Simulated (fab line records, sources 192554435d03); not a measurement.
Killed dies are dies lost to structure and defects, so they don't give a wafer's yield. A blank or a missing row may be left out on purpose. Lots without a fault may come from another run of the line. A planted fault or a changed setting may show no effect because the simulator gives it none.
A sampling plan put to the test | flow n5_finfet | one fab line, 54 faults that these records tell of, each judged on the records of the lots that it struck; 1 more is left out, because the records don't allow judging it
The plan is the line's own looks: the steps of the route at which a gauge or an inspection reads the wafer and doesn't change it. A look can be judged if struck wafers have a number there and the file gives its usual mean and standard deviation on fault-free wafers. Caught: at a look after the fault's first step, the mean of the struck wafers lies 4 or more of those standard deviations (sigma) from the usual mean. On the tool: the same test on the tool's own readings at the fault's steps. Another recipe on the struck wafers, or a record that is blank for them alone, also counts as caught.

THE FAULTS, as the simulator had put them in
1. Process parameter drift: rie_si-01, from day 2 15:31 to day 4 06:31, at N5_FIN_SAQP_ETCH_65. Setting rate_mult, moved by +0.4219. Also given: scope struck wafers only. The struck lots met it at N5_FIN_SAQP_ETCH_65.
2. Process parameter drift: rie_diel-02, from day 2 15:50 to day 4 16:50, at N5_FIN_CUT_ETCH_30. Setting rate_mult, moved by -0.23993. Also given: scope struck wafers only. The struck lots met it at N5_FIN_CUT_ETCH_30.
3. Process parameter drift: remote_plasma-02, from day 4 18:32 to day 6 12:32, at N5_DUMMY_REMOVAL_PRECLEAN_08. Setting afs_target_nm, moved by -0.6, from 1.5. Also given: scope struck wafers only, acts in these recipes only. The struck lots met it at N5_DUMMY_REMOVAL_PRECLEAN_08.
4. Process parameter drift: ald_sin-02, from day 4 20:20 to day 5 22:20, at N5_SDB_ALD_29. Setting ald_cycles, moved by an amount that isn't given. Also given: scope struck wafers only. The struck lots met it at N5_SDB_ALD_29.
5. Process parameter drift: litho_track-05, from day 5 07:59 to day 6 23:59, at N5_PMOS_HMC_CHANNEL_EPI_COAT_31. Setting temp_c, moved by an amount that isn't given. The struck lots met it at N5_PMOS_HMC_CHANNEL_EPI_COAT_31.
6. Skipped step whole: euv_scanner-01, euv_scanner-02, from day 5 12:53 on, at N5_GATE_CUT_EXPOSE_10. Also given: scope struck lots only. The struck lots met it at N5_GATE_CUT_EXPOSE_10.
7. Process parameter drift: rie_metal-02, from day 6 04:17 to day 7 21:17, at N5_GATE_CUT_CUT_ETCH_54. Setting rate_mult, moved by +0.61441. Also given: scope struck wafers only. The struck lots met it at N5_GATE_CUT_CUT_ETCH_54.
8. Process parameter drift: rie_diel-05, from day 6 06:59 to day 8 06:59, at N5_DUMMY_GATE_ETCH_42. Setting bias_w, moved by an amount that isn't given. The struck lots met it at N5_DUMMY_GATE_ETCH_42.
9. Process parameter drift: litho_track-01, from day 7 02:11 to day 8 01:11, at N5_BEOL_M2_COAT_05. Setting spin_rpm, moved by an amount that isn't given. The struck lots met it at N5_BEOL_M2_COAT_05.
10. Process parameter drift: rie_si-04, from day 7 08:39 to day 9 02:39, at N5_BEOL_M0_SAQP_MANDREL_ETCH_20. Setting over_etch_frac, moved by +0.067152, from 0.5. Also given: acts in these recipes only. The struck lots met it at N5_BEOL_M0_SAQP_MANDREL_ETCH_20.
11. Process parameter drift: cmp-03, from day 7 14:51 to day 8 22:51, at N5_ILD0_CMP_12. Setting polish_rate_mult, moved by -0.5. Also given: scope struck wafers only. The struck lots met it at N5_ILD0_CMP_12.
12. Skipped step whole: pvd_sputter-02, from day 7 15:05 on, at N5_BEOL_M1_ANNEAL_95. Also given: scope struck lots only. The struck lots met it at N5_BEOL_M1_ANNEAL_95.
13. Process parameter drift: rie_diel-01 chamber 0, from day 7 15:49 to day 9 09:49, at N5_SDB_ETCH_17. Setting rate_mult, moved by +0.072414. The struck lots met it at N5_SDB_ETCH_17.
14. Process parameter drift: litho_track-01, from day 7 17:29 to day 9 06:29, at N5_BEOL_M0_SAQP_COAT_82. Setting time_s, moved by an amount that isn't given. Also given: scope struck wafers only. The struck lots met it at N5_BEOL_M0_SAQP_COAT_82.
15. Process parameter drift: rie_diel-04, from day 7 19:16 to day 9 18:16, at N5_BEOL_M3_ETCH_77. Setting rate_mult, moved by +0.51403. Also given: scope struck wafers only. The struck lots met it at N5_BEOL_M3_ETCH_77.
16. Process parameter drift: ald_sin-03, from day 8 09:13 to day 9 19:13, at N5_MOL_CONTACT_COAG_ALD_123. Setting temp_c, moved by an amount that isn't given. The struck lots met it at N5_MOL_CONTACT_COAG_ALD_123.
17. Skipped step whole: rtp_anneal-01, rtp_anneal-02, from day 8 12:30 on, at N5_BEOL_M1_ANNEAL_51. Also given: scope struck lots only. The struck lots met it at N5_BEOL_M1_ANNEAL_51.
18. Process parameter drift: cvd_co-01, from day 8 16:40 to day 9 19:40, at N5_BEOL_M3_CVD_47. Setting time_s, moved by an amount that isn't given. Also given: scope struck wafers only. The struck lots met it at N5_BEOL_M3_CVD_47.
19. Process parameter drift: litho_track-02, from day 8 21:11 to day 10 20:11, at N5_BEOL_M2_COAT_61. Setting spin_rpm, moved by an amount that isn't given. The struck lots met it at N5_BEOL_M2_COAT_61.
20. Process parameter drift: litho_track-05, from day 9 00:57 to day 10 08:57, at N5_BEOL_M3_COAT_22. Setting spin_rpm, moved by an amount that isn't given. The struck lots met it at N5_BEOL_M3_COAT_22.
21. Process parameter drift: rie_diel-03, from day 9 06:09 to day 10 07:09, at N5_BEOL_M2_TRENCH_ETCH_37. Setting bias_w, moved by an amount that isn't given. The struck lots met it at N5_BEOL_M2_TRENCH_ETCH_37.
22. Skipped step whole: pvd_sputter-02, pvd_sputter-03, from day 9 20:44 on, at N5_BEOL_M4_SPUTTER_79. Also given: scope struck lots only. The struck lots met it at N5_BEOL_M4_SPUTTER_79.
23. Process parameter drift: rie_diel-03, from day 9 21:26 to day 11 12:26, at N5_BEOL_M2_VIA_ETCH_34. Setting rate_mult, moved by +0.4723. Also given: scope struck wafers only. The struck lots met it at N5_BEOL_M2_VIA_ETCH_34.
24. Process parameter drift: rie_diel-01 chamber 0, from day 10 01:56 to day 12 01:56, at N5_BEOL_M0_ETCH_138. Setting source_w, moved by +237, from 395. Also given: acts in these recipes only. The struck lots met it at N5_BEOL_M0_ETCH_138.
25. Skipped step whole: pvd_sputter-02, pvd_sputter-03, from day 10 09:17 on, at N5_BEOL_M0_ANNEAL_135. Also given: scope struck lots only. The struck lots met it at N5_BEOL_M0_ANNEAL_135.
26. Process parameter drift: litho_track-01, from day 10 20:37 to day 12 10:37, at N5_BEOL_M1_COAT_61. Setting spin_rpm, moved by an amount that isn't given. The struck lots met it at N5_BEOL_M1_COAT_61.
27. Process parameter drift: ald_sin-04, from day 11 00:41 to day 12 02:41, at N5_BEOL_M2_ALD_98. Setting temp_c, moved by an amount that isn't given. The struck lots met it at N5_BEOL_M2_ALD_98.
28. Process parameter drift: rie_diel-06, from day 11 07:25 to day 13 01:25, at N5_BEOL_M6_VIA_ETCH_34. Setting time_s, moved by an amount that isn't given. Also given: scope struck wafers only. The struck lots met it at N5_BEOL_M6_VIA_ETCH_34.
29. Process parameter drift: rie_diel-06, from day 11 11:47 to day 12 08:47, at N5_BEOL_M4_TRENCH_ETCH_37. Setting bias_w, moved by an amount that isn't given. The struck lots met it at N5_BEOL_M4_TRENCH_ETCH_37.
30. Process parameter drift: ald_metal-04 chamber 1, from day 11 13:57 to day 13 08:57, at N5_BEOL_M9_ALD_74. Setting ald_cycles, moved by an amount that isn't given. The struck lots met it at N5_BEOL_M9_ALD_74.
31. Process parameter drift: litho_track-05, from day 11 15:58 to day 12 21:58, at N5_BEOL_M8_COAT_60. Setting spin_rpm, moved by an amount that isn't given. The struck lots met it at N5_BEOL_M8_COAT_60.
32. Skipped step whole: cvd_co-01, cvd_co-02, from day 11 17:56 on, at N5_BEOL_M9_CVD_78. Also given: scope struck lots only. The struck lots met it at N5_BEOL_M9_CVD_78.
33. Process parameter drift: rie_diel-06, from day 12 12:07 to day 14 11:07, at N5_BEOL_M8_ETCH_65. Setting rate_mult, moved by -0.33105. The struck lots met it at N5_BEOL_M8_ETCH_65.
34. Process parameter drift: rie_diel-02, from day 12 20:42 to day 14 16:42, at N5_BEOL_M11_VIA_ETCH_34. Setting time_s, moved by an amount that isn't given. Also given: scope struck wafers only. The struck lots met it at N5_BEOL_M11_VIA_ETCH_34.
35. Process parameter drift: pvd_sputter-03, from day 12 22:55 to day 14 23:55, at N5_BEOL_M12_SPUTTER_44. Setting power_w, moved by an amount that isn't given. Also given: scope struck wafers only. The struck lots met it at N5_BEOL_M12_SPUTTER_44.
36. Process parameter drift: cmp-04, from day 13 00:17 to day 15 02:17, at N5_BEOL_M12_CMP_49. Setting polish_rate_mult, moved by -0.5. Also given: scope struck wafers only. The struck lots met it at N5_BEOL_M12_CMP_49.
37. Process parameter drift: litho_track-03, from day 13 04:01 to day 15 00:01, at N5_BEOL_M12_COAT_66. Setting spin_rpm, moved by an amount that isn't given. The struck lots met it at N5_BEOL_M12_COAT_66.
38. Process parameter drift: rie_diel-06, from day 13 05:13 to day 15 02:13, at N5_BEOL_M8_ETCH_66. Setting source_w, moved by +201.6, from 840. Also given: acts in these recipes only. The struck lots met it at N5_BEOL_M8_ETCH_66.
39. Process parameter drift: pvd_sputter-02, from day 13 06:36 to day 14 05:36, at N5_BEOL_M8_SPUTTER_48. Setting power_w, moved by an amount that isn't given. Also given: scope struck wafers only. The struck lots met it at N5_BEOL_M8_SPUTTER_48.
40. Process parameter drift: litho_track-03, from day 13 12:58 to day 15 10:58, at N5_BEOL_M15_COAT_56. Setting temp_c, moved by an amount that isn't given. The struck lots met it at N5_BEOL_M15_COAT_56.
41. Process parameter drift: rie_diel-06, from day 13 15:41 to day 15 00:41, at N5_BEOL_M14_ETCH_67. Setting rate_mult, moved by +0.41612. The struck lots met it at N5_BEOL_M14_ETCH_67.
42. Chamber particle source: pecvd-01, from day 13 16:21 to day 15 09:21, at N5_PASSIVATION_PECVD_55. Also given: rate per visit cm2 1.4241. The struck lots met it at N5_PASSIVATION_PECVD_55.
43. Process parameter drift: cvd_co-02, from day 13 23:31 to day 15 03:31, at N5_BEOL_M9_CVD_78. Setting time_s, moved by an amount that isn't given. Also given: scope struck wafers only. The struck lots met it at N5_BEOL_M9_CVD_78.
44. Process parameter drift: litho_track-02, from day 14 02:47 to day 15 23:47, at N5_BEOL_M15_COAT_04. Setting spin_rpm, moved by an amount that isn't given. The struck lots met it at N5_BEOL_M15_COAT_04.
45. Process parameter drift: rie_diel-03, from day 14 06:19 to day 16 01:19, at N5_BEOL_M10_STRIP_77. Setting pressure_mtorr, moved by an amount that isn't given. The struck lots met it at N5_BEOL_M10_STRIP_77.
46. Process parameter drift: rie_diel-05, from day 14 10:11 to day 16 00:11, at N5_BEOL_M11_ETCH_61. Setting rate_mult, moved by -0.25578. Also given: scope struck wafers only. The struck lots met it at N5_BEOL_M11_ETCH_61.
47. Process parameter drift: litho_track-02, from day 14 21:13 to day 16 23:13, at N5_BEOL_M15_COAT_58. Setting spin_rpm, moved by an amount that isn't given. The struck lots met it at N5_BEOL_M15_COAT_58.
48. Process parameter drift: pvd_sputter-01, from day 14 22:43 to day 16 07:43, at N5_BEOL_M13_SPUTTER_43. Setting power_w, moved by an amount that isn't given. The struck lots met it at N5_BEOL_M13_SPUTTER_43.
49. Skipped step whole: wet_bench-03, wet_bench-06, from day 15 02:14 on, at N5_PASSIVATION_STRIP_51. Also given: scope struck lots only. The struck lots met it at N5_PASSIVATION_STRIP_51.
50. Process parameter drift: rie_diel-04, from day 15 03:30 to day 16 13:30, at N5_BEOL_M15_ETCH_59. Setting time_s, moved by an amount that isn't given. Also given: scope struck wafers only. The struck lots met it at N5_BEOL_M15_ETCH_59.
51. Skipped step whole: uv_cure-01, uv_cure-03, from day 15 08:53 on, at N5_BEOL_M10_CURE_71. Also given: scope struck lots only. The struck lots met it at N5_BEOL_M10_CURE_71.
52. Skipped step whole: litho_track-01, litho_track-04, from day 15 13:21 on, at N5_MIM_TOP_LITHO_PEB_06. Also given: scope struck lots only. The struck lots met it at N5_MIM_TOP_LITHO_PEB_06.
53. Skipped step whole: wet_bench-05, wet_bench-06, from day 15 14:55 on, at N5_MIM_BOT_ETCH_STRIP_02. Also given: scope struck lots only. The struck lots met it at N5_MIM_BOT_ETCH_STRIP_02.
54. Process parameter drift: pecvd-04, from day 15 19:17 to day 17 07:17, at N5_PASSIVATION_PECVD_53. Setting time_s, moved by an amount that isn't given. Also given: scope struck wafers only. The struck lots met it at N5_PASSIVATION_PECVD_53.

WHAT THE PLAN SAW
fault | on the tool itself                               | first look that catches it                      | reading, sigma                                  | median hours from its first step to that look | hours from the fault's start to the first struck lot there | judged looks passed uncaught
1     | oes_product_au +13 sigma                         | not the one look that can be judged after it    | -                                               | -                                             | -                                                          | 1
2     | etch_rf_on_time_s +22 sigma                      | not the one look that can be judged after it    | strongest: SS_P at N5_BEOL_M4_RC_MEAS_101, -2.7 | -                                             | -                                                          | 1
3     | under 2 sigma                                    | N5_BEOL_M4_RC_MEAS_101                          | EOT_N +51                                       | 88.1                                          | 92                                                         | 0
4     | under 2 sigma                                    | not the one look that can be judged after it    | -                                               | -                                             | -                                                          | 1
5     | plate_temp_C +59 sigma                           | none of the 2 looks that can be judged after it | -                                               | -                                             | -                                                          | 2
6     | no reading that can be judged                    | no look after it can be judged                  | -                                               | -                                             | -                                                          | 0
7     | etch_rf_on_time_s -18 sigma                      | not the one look that can be judged after it    | -                                               | -                                             | -                                                          | 1
8     | bias_w -75 sigma                                 | not the one look that can be judged after it    | -                                               | -                                             | -                                                          | 1
9     | spin_speed_rpm -90 sigma                         | none of the 3 looks that can be judged after it | -                                               | -                                             | -                                                          | 3
10    | under 2 sigma                                    | not the one look that can be judged after it    | -                                               | -                                             | -                                                          | 1
11    | time_to_endpoint_s +6.6 sigma                    | none of the 2 looks that can be judged after it | -                                               | -                                             | -                                                          | 2
12    | the tool's record is blank for the struck wafers | not the one look that can be judged after it    | -                                               | -                                             | -                                                          | 1
13    | only faintly: etch_rf_on_time_s -3.4 sigma       | not the one look that can be judged after it    | -                                               | -                                             | -                                                          | 1
14    | run_length_s +17 sigma                           | not the one look that can be judged after it    | -                                               | -                                             | -                                                          | 1
15    | etch_rf_on_time_s -17 sigma                      | not the one look that can be judged after it    | -                                               | -                                             | -                                                          | 1
16    | susceptor_temp_C -28 sigma                       | none of the 2 looks that can be judged after it | -                                               | -                                             | -                                                          | 2
17    | the tool's record is blank for the struck wafers | not the one look that can be judged after it    | -                                               | -                                             | -                                                          | 1
18    | run_length_s -99 or beyond sigma                 | not the one look that can be judged after it    | -                                               | -                                             | -                                                          | 1
19    | spin_speed_rpm -83 sigma                         | not the one look that can be judged after it    | -                                               | -                                             | -                                                          | 1
20    | spin_speed_rpm -99 or beyond sigma               | not the one look that can be judged after it    | -                                               | -                                             | -                                                          | 1
21    | bias_w -14 sigma                                 | not the one look that can be judged after it    | -                                               | -                                             | -                                                          | 1
22    | the tool's record is blank for the struck wafers | not the one look that can be judged after it    | -                                               | -                                             | -                                                          | 1
23    | oes_product_au +4.1 sigma                        | none of the 2 looks that can be judged after it | -                                               | -                                             | -                                                          | 2
24    | rf_fwd_power_W +99 or beyond sigma               | not the one look that can be judged after it    | -                                               | -                                             | -                                                          | 1
25    | the tool's record is blank for the struck wafers | not the one look that can be judged after it    | -                                               | -                                             | -                                                          | 1
26    | spin_speed_rpm -99 or beyond sigma               | none of the 2 looks that can be judged after it | -                                               | -                                             | -                                                          | 2
27    | susceptor_temp_C +40 sigma                       | not the one look that can be judged after it    | -                                               | -                                             | -                                                          | 1
28    | run_length_s +19 sigma                           | not the one look that can be judged after it    | -                                               | -                                             | -                                                          | 1
29    | bias_w -42 sigma                                 | not the one look that can be judged after it    | -                                               | -                                             | -                                                          | 1
30    | under 2 sigma                                    | not the one look that can be judged after it    | -                                               | -                                             | -                                                          | 1
31    | spin_speed_rpm +99 or beyond sigma               | no look after it can be judged                  | -                                               | -                                             | -                                                          | 0
32    | the tool's record is blank for the struck wafers | no look after it can be judged                  | -                                               | -                                             | -                                                          | 0
33    | etch_rf_on_time_s +20 sigma                      | no look after it can be judged                  | -                                               | -                                             | -                                                          | 0
34    | run_length_s +16 sigma                           | no look after it can be judged                  | -                                               | -                                             | -                                                          | 0
35    | cathode_dc_power_W +99 or beyond sigma           | no look after it can be judged                  | -                                               | -                                             | -                                                          | 0
36    | overpolish_run_s -99 or beyond sigma             | N5_BEOL_M12_THK_MEAS_50                         | M12_THK +50                                     | 0.3                                           | 14                                                         | 0
37    | spin_speed_rpm -55 sigma                         | no look after it can be judged                  | -                                               | -                                             | -                                                          | 0
38    | rf_fwd_power_W +65 sigma                         | no look after it can be judged                  | -                                               | -                                             | -                                                          | 0
39    | cathode_dc_power_W -99 or beyond sigma           | not the one look that can be judged after it    | -                                               | -                                             | -                                                          | 1
40    | plate_temp_C -99 or beyond sigma                 | no look after it can be judged                  | -                                               | -                                             | -                                                          | 0
41    | etch_rf_on_time_s -11 sigma                      | no look after it can be judged                  | -                                               | -                                             | -                                                          | 0
42    | under 2 sigma                                    | no look after it can be judged                  | -                                               | -                                             | -                                                          | 0
43    | run_length_s +99 or beyond sigma                 | no look after it can be judged                  | -                                               | -                                             | -                                                          | 0
44    | spin_speed_rpm -99 or beyond sigma               | not the one look that can be judged after it    | -                                               | -                                             | -                                                          | 1
45    | chamber_pressure_mTorr -99 or beyond sigma       | no look after it can be judged                  | -                                               | -                                             | -                                                          | 0
46    | etch_rf_on_time_s +16 sigma                      | no look after it can be judged                  | -                                               | -                                             | -                                                          | 0
47    | spin_speed_rpm +99 or beyond sigma               | no look after it can be judged                  | -                                               | -                                             | -                                                          | 0
48    | cathode_dc_power_W -99 or beyond sigma           | no look after it can be judged                  | -                                               | -                                             | -                                                          | 0
49    | the tool's record is blank for the struck wafers | no look after it can be judged                  | -                                               | -                                             | -                                                          | 0
50    | run_length_s +38 sigma                           | no look after it can be judged                  | -                                               | -                                             | -                                                          | 0
51    | the tool's record is blank for the struck wafers | N5_BEOL_M10_THK_MEAS_01                         | M10_ILD_THK +10                                 | 0.5                                           | 1                                                          | 0
52    | no reading that can be judged                    | no look after it can be judged                  | -                                               | -                                             | -                                                          | 0
53    | the tool's record is blank for the struck wafers | not the one look that can be judged after it    | -                                               | -                                             | -                                                          | 1
54    | run_length_s -65 sigma                           | no look after it can be judged                  | -                                               | -                                             | -                                                          | 0
A dash: the fault isn't caught, or these records don't give the number.

Caught at a look: 3 of 54. Caught on the tool: 46 of 54. By one or the other: 47 of 54.
Caught on the tool alone: faults 1, 2, 5, 7, 8, 9, 11, 12, 14, 15, 16, 17, 18, 19, 20, 21, 22, 23, 24, 25, 26, 27, 28, 29, 31, 32, 33, 34, 35, 37, 38, 39, 40, 41, 43, 44, 45, 46, 47, 48, 49, 50, 53, 54.
Caught at a look alone: fault 3.
Caught by neither: faults 4, 6, 10, 13, 30, 42, 52.

THINNER SAMPLING
If the look that catches a fault measured only every second or every third lot, by lot number, the first struck lot would be measured this late in the worst case:
fault | struck lots at that look, in order of time | every lot | every second lot | every third lot
3     | L401, L405                                 | 92 h      | may miss all 2   | may miss all 2
36    | L408, L410                                 | 14 h      | may miss all 2   | may miss all 2
51    | L778, L779                                 | 1 h       | 6 h              | may miss all 2
Hours are from the fault's start to the first struck lot that is measured. The limit of 4 sigma was tested on all struck wafers together, so one lot alone may lie under it. Other struck lots may not be in these records.

THE LONGEST TIMED WAY FROM STEP TO LOOK
Fault 3: a median of 88.1 hours passes between N5_DUMMY_REMOVAL_PRECLEAN_08 and N5_BEOL_M4_RC_MEAS_101. No look between them can be judged.
